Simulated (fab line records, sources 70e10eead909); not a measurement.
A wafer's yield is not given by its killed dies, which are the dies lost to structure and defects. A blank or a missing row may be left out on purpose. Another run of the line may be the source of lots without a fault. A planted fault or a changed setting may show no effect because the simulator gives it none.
Matching of chambers / flow nand_harc / NHARC_A_M1_DESCUM_14 on rie_diel-04 has 4 sister chambers
The step chemistry O2, time 3 s. 4 wafers are shown with their chamber, then 8 later ones without.

WAFERS PAIRED WITH THEIR CHAMBERS
wafer=L083.5; chamber=1; oes_product_au (a.u.)=1.007
wafer=L085.1; chamber=3; oes_product_au (a.u.)=0.997
wafer=L085.3; chamber=2; oes_product_au (a.u.)=0.997
wafer=L084.2; chamber=0; oes_product_au (a.u.)=0.993

WAFERS WHOSE CHAMBER IS MISSING
wafer=L084.3; oes_product_au (a.u.)=0.987
wafer=L084.5; oes_product_au (a.u.)=0.996
wafer=L089.2; oes_product_au (a.u.)=0.989
wafer=L089.3; oes_product_au (a.u.)=0.984
wafer=L089.6; oes_product_au (a.u.)=0.998
wafer=L094.1; oes_product_au (a.u.)=0.990
wafer=L094.4; oes_product_au (a.u.)=0.990
wafer=L094.6; oes_product_au (a.u.)=1.003

THE CHAMBER EACH PASSED THROUGH
wafer=L084.3; from the rows above=can't be placed: 0 or 2 or 3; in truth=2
wafer=L084.5; from the rows above=can't be placed: 2 or 3 or 0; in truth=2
wafer=L089.2; from the rows above=can't be placed: 0 or 2 or 3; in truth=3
wafer=L089.3; from the rows above=can't be placed: 0 or 2 or 3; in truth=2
wafer=L089.6; from the rows above=can't be placed: 2 or 3 or 0 or 1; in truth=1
wafer=L094.1; from the rows above=can't be placed: 0 or 2 or 3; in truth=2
wafer=L094.4; from the rows above=can't be placed: 0 or 2 or 3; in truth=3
wafer=L094.6; from the rows above=can't be placed: 1 or 2 or 3 or 0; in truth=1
Placed correctly: 0 of 8. Can't be placed from these rows: 8 (the true chamber is among the candidates in 8). 0 placed wrongly.
How it was worked out, from the rows above alone: a wafer's distance from a chamber is the root of the sum, over the readings, of the square of ((its reading less the chamber's mean) divided by the reading's scatter). The wafer belongs to the nearest chamber; if the next one is less than 2 further off, it can't be placed. The mean given for a chamber averages the wafers shown for that chamber. The scatter: with one shown wafer a chamber, the root of the mean of the squares of how far each hidden wafer lies from its nearest shown one.
